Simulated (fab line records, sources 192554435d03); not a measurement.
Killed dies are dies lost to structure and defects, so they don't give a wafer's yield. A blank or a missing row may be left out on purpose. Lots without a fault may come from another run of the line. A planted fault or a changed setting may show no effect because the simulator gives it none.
Which tool did it? | flow n5_finfet | 11 lots, 28 wafers sampled, at 5 steps of a route of 1938

WHAT THE GAUGES READ, wafer by wafer
The record holds no reading of a measuring or inspecting step that can be judged against a usual standard deviation.

WHICH TOOL RAN EACH LOT (tool, then ch and the chambers of the sampled wafers, then the start)
lot  | N5_PASSIVATION_SPUTTER_20    | N5_PASSIVATION_DESCUM_32           | N5_PASSIVATION_PASS_ETCH_47        | N5_PASSIVATION_STRIP_48            | N5_PASSIVATION_PROBE_49
L197 | pvd_sputter-03, day 14 09:17 | rie_diel-04 ch 1,3, day 14 10:05   | rie_diel-04 ch 3, day 14 12:37     | rie_diel-04 ch 3, day 14 13:07     | prober-02, day 14 15:47
L200 | pvd_sputter-01, day 14 12:46 | rie_diel-04 ch 0,3, day 14 13:33   | rie_diel-04 ch 0,3, day 14 15:50   | rie_diel-04 ch 0,3, day 14 16:20   | prober-02, day 14 18:53
L199 | pvd_sputter-01, day 14 13:26 | rie_diel-04 ch 0,1,2, day 14 14:40 | rie_diel-03 ch 1,2,3, day 14 16:29 | rie_diel-03 ch 1,2,3, day 14 16:59 | prober-01, day 14 19:35
L201 | pvd_sputter-03, day 15 00:52 | rie_diel-04 ch 2,3, day 15 01:38   | rie_diel-04 ch 0,1, day 15 03:47   | rie_diel-04 ch 0,1, day 15 06:26   | prober-01, day 15 09:04
L202 | pvd_sputter-02, day 15 09:01 | rie_diel-04 ch 0,3, day 15 09:48   | rie_diel-02 ch 1,2, day 15 12:22   | rie_diel-02 ch 1,2, day 15 12:47   | prober-02, day 15 15:27
L205 | pvd_sputter-02, day 15 12:26 | rie_diel-04 ch 1,2, day 15 13:07   | rie_diel-02 ch 0,1, day 15 15:22   | rie_diel-02 ch 0,1, day 15 15:53   | prober-02, day 15 18:28
L203 | pvd_sputter-03, day 16 11:10 | rie_diel-02 ch 1,3, day 16 14:08   | rie_diel-03 ch 0,3, day 16 16:53   | rie_diel-03 ch 0,3, day 16 17:23   | prober-01, day 16 19:58
L208 | pvd_sputter-02, day 17 04:04 | rie_diel-04 ch 2,3, day 17 04:44   | rie_diel-02 ch 1,2, day 17 07:40   | rie_diel-02 ch 1,2, day 17 08:11   | prober-02, day 17 10:45
L209 | pvd_sputter-02, day 17 11:20 | rie_diel-04 ch 1,2, day 17 11:59   | rie_diel-02 ch 1,2, day 17 13:52   | rie_diel-02 ch 1,2, day 17 14:23   | prober-01, day 17 16:59
L211 | pvd_sputter-01, day 17 21:35 | rie_diel-02 ch 0,1, day 17 22:15   | rie_diel-04 ch 2,3, day 18 00:44   | rie_diel-04 ch 2,3, day 18 01:15   | prober-02, day 18 03:53
L213 | pvd_sputter-03, day 18 05:44 | rie_diel-04 ch 0,2,3, day 18 06:31 | rie_diel-04 ch 1,2, day 18 08:25   | rie_diel-04 ch 1,2, day 18 08:56   | prober-01, day 18 11:33
- N5_PASSIVATION_SPUTTER_20: material TaN, target thk 50 nm.
- N5_PASSIVATION_DESCUM_32: chemistry O2, time 7.9 s.
- N5_PASSIVATION_PASS_ETCH_47: etches SiNx in CF4/O2, target depth 770 nm, time 385 s.
- N5_PASSIVATION_STRIP_48: strips in O2.
- N5_PASSIVATION_PROBE_49

WHAT THE TOOLS THEMSELVES READ (means of the sampled wafers that have a number; where no wafer has one, the mark that the record gives instead)
N5_PASSIVATION_SPUTTER_20.
lot  | tool           | throttle_valve_pct (%)
L197 | pvd_sputter-03 | 30.4
L200 | pvd_sputter-01 | 29.9
L199 | pvd_sputter-01 | 29.4
L201 | pvd_sputter-03 | 30.0
L202 | pvd_sputter-02 | 28.9
L205 | pvd_sputter-02 | 29.3
L203 | pvd_sputter-03 | 31.0
L208 | pvd_sputter-02 | 29.2
L209 | pvd_sputter-02 | 30.5
L211 | pvd_sputter-01 | 29.4
L213 | pvd_sputter-03 | 31.2

N5_PASSIVATION_DESCUM_32.
lot  | tool        | drypump_motor_current_A (A) | oes_product_au (a.u.) | rf_vpp_V (V) | showerhead_plenum_p_Torr (Torr) | throttle_valve_pct (%)
L197 | rie_diel-04 | 5.7                         | 0.79                  | 242.1        | 2.06                            | 20.34
L200 | rie_diel-04 | 5.4                         | 0.83                  | 244.2        | 2.16                            | 20.34
L199 | rie_diel-04 | 6.0                         | 0.85                  | 243.6        | 2.09                            | 20.12
L201 | rie_diel-04 | 5.6                         | 0.87                  | 242.6        | 2.08                            | 20.38
L202 | rie_diel-04 | 5.4                         | 0.82                  | 243.8        | 2.16                            | 20.35
L205 | rie_diel-04 | 6.1                         | 0.87                  | 241.9        | 2.03                            | 20.17
L203 | rie_diel-02 | 5.7                         | 0.83                  | 243.5        | 2.08                            | 20.29
L208 | rie_diel-04 | 5.6                         | 0.84                  | 242.9        | 2.08                            | 20.41
L209 | rie_diel-04 | 6.2                         | 0.79                  | 242.0        | 2.01                            | 20.15
L211 | rie_diel-02 | 6.1                         | 0.82                  | 242.6        | 2.02                            | 20.11
L213 | rie_diel-04 | 5.7                         | 0.83                  | 243.5        | 2.11                            | 20.33

N5_PASSIVATION_PASS_ETCH_47.
lot  | tool        | drypump_motor_current_A (A) | oes_product_au (a.u.) | rf_vpp_V (V) | run_length_s (s) | showerhead_plenum_p_Torr (Torr) | throttle_valve_pct (%)
L197 | rie_diel-04 | 5.1                         | 0.82                  | 250          | 463.1            | 2.23                            | 16.01
L200 | rie_diel-04 | 5.4                         | 0.82                  | 244          | 463.4            | 2.29                            | 15.79
L199 | rie_diel-03 | 6.1                         | 0.78                  | 238          | 408.4            | 2.14                            | 15.93
L201 | rie_diel-04 | 6.0                         | 0.80                  | 238          | 463.6            | 2.23                            | 15.61
L202 | rie_diel-02 | 6.0                         | 0.80                  | 240          | 408.0            | 2.21                            | 15.69
L205 | rie_diel-02 | 6.1                         | 0.86                  | 240          | 407.9            | 2.16                            | 15.64
L203 | rie_diel-03 | 6.0                         | 0.78                  | 246          | 408.2            | 2.17                            | 15.88
L208 | rie_diel-02 | 6.0                         | 0.77                  | 240          | 408.1            | 2.21                            | 15.72
L209 | rie_diel-02 | 6.0                         | 0.80                  | 240          | 407.8            | 2.20                            | 15.67
L211 | rie_diel-04 | 5.8                         | 0.84                  | 246          | 408.1            | 2.17                            | 15.74
L213 | rie_diel-04 | 6.2                         | 0.79                  | 238          | 408.7            | 2.12                            | 15.61

N5_PASSIVATION_STRIP_48.
lot  | tool        | drypump_motor_current_A (A) | oes_product_au (a.u.) | rf_vpp_V (V) | showerhead_plenum_p_Torr (Torr) | throttle_valve_pct (%)
L197 | rie_diel-04 | 5.1                         | 0.82                  | 4.3          | 2.11                            | 16.71
L200 | rie_diel-04 | 5.4                         | 0.82                  | 4.7          | 2.16                            | 16.57
L199 | rie_diel-03 | 6.1                         | 0.76                  | 1.9          | 2.03                            | 16.72
L201 | rie_diel-04 | 6.0                         | 0.79                  | 6.0          | 2.11                            | 16.33
L202 | rie_diel-02 | 6.0                         | 0.81                  | 4.5          | 2.10                            | 16.48
L205 | rie_diel-02 | 6.1                         | 0.84                  | 2.6          | 2.03                            | 16.33
L203 | rie_diel-03 | 6.0                         | 0.78                  | 3.1          | 2.06                            | 16.69
L208 | rie_diel-02 | 6.0                         | 0.78                  | 4.8          | 2.09                            | 16.48
L209 | rie_diel-02 | 6.0                         | 0.80                  | 5.2          | 2.08                            | 16.42
L211 | rie_diel-04 | 5.8                         | 0.86                  | 4.7          | 2.06                            | 16.54
L213 | rie_diel-04 | 6.2                         | 0.78                  | 6.8          | 2.02                            | 16.44

N5_PASSIVATION_PROBE_49.
lot  | tool      | defect_limited_yield (%) | killed_at_M0_to_M3 | killed_at_M4_up | killed_at_contacts | killed_at_front_end | killed_at_other | killed_dies | killed_open | killed_short | sort_bin_4_leakage (%) | sort_bin_5_function (%) | sort_bin_6_memory (%) | sort_bin_8_speed (%) | sort_n_pass | sort_yield_pct (%)
L197 | prober-02 | 90.3                     | 31                 | 10              | 14                 | 56                  | 2.5             | 114         | 68          | 41           | 0.00                   | 5.1                     | 4.0                   | 0.00                 | 1066        | 90.3
L200 | prober-02 | 91.3                     | 38                 | 14              | 6                  | 36                  | 9.0             | 102         | 62          | 40           | 0.00                   | 5.2                     | 3.1                   | 0.00                 | 1078        | 91.3
L199 | prober-01 | 91.6                     | 28                 | 12              | 8                  | 46                  | 5.0             | 99          | 62          | 35           | 0.00                   | 4.4                     | 3.3                   | 0.00                 | 1081        | 91.6
L201 | prober-01 | 91.2                     | 29                 | 18              | 14                 | 40                  | 3.5             | 104         | 70          | 34           | 0.00                   | 4.8                     | 3.8                   | 0.00                 | 1076        | 91.2
L202 | prober-02 | 88.9                     | 51                 | 20              | 20                 | 35                  | 6.0             | 131         | 80          | 51           | 0.00                   | 6.7                     | 4.1                   | 0.00                 | 1049        | 88.9
L205 | prober-02 | 91.3                     | 30                 | 12              | 16                 | 38                  | 6.3             | 103         | 70          | 32           | 0.00                   | 5.3                     | 3.2                   | 0.03                 | 1077        | 91.3
L203 | prober-01 | 92.7                     | 25                 | 17              | 9                  | 32                  | 2.3             | 86          | 62          | 22           | 0.00                   | 4.1                     | 3.1                   | 0.00                 | 1094        | 92.7
L208 | prober-02 | 90.6                     | 36                 | 13              | 20                 | 42                  | 0.5             | 111         | 68          | 40           | 0.04                   | 5.7                     | 3.0                   | 0.00                 | 1068        | 90.5
L209 | prober-01 | 91.4                     | 22                 | 11              | 13                 | 54                  | 1.3             | 102         | 62          | 35           | 0.00                   | 4.9                     | 3.1                   | 0.00                 | 1078        | 91.4
L211 | prober-02 | 93.2                     | 18                 | 14              | 9                  | 38                  | 1.0             | 80          | 52          | 27           | 0.00                   | 3.7                     | 2.9                   | 0.00                 | 1100        | 93.2
L213 | prober-01 | 91.0                     | 26                 | 20              | 11                 | 43                  | 5.3             | 106         | 72          | 29           | 0.00                   | 5.1                     | 3.3                   | 0.00                 | 1074        | 91.0

THE ANSWER, worked out from the rows above alone
Rule: what is usual is taken from the lots themselves. Put in order of their means at a reading, lots are off if they are a third of the lots or fewer, leave a main group of 4 or more, and stand apart from it by a gap of 3 or more times the standard deviation of the main group's means; of several such gaps the widest counts. A main group whose means are all the same, to the digits that the tables above print for the reading, isn't used. A lot without any number at a reading at which 4 lots or more have one is off too. The other lots that the step has rows for count as sound. The gauges are gone through in route order, then the tools' own readings, and for those a lot's mean is taken as printed above. The first step at which some lot is off is used, and at that step the reading that is off furthest; a lot without a number counts as furthest.
Off: L197, L200, L201, at N5_PASSIVATION_PASS_ETCH_47 (run_length_s). The main group: mean 408.1 s, standard deviation 0.27.
A tool fits if, at that step or a process step before it, it ran every lot that is off, and no sound lot after the first of them. None of those tried fits.

WHAT THE SIMULATOR HAD PUT IN
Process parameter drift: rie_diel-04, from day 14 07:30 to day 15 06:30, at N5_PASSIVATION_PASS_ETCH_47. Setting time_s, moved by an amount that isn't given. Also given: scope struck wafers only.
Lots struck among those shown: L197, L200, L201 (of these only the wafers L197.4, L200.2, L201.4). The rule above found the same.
